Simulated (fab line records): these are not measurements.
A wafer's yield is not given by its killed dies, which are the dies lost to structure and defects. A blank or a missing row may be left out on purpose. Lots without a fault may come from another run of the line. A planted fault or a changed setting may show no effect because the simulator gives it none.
Problem report in the 8D (eight disciplines) form, filled by code || flow n5_finfet || the parts of the form that need people (team, actions taken, sign-off) are left out

1. THE ISSUE
exposure_dose_mJ_cm2 at N5_PMOS_HMC_CHANNEL_EPI_EXPOSE_06 reads a mean of 41.50 on 9 wafers of 3 lots; wafers without a fault read 40.99 with a standard deviation of 0.046. Measured from the usual mean, that is +11 standard deviations.
The step: exposes mask PMOS HMC BLK, target cd 240 nm.
The first sign was on wafer L608.1 at day 2 04:58, on arfi_scanner-03. Wafers with a number at this step in the record: 36, from 12 lots. Rule for "out", or "out of limits": more than 4 standard deviations from the usual mean. Any other wafer with a number is counted as sound.

2. WHAT IT IS, AND WHAT IT ISN'T
{"question": "which readings at this step", "is": "exposure_dose_mJ_cm2", "is not": "-"}
{"question": "which lots", "is": "L608, L611, L613", "is not": "L606, L614, L619, L620, L621, L626, L627, L628, L629"}
{"question": "which wafers of those lots", "is": "all that have a number", "is not": "-"}
{"question": "read on which tools", "is": "arfi_scanner-03", "is not": "arfi_scanner-01, arfi_scanner-02"}
{"question": "when", "is": "from day 2 04:58", "is not": "up to then (3 sound wafers); but 24 sound wafers of L614, L619, L620, L621, L626, L627, L628, L629 came after"}

3. WHAT RULES OUT EACH SUSPECT
Counting: a tool stays on the suspect list if, at a process step up to the reading, it processed all lots that are out and no sound lot following the first of them.
- arfi_scanner-03 at N5_PMOS_HMC_CHANNEL_EPI_EXPOSE_06 (exposes mask PMOS HMC BLK, target cd 240 nm): kept. It processed each lot that is out, first L608 at day 2 04:58, and no sound lot thereafter; up to then, the last sound lot it processed was L606 at day 1 17:52. Out on those wafers are its own readings of exposure_dose_mJ_cm2.
Left after counting: arfi_scanner-03 at N5_PMOS_HMC_CHANNEL_EPI_EXPOSE_06.

4. THE CAUSE (what the simulator had put in)
Process parameter drift: arfi_scanner-03, from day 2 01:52 on, at N5_PMOS_HMC_CHANNEL_EPI_EXPOSE_06. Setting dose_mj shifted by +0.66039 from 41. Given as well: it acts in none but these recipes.
This tool alone remained once counting was done.

5. THE EFFECT CHAIN, in route order
Rows list readings where the struck wafers' mean (over those with a number) sits beyond 3 standard deviations from the usual. Scope: only readings with a usual standard deviation given in the record; hours: median across lots of the time from each lot's start at the first step in this table that gives one to its start at this step; sigmas: change in usual standard deviations.
{"hours": 0, "step": "N5_PMOS_HMC_CHANNEL_EPI_EXPOSE_06", "reading": "exposure_dose_mJ_cm2", "usual": 40.99, "on struck wafers": 41.50, "change": "+0.51", "sigmas": "+11"}
Process steps it contains:
- N5_PMOS_HMC_CHANNEL_EPI_EXPOSE_06: exposes mask PMOS HMC BLK, target cd 240 nm.

6. HOW IT WOULD HAVE BEEN CAUGHT EARLIER
3 hours passed between the start of the fault at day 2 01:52 and the first reading out of limits in this record, taken at day 2 04:58.
